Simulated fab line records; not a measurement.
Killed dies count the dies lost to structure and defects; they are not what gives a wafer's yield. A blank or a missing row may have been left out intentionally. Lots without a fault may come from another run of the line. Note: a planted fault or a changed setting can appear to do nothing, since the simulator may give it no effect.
Matching of chambers | flow nand-harc | NHARC_A_CHANNEL_HOLE_D1_DEP_01 on pecvd-01 has 3 sister chambers
The step deposits SiON, target thk 140 nm. 16 wafers are shown with their chamber, then 8 later ones without.

## WAFERS PAIRED WITH THEIR CHAMBERS
wafer  | chamber | heater-power-w (W)
L673.1 | 2       | 880
L673.4 | 2       | 856
L673.5 | 0       | 848
L675.2 | 1       | 746
L675.4 | 0       | 842
L675.6 | 1       | 750
L677.1 | 2       | 859
L677.2 | 1       | 753
L677.6 | 2       | 726
L678.1 | 0       | 775
L678.2 | 2       | 714
L678.3 | 1       | 809
L679.1 | 2       | 793
L679.3 | 0       | 705
L679.5 | 1       | 772
L682.1 | 2       | 773

SIGNATURES, as means of the wafers listed above
reading        | chamber 0 | chamber 1 | chamber 2 | scatter within a chamber
heater-power-w | 792.50    | 766.00    | 800.14    | 57.4
Rule: distance of a wafer from a chamber = root of the sum over the readings of ((wafer's reading minus chamber's mean) / reading's scatter) squared. The wafer belongs to the nearest chamber; if the next one is less than 2 further off, it can't be placed. The scatter: take each reading less its chamber's mean, square it, sum over the shown wafers, divide by the number of wafers less the number of chambers, and take the root.

## WAFERS MISSING THEIR CHAMBER
wafer  | heater-power-w (W)
L682.3 | 809
L682.4 | 812
L689.1 | 841
L689.2 | 760
L689.6 | 849
L694.1 | 866
L694.2 | 744
L694.4 | 752

## CHAMBER TAKEN BY EACH
wafer  | from the rows above          | in truth
L682.3 | can't be placed: 2 or 0 or 1 | 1
L682.4 | can't be placed: 2 or 0 or 1 | 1
L689.1 | can't be placed: 2 or 0 or 1 | 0
L689.2 | can't be placed: 1 or 0 or 2 | 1
L689.6 | can't be placed: 2 or 0 or 1 | 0
L694.1 | can't be placed: 2 or 0 or 1 | 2
L694.2 | can't be placed: 1 or 0 or 2 | 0
L694.4 | can't be placed: 1 or 0 or 2 | 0
Correctly placed: 0 of 8. Unplaceable from these rows: 8, with the true chamber sitting among the candidates in 8. Placed wrongly: 0.
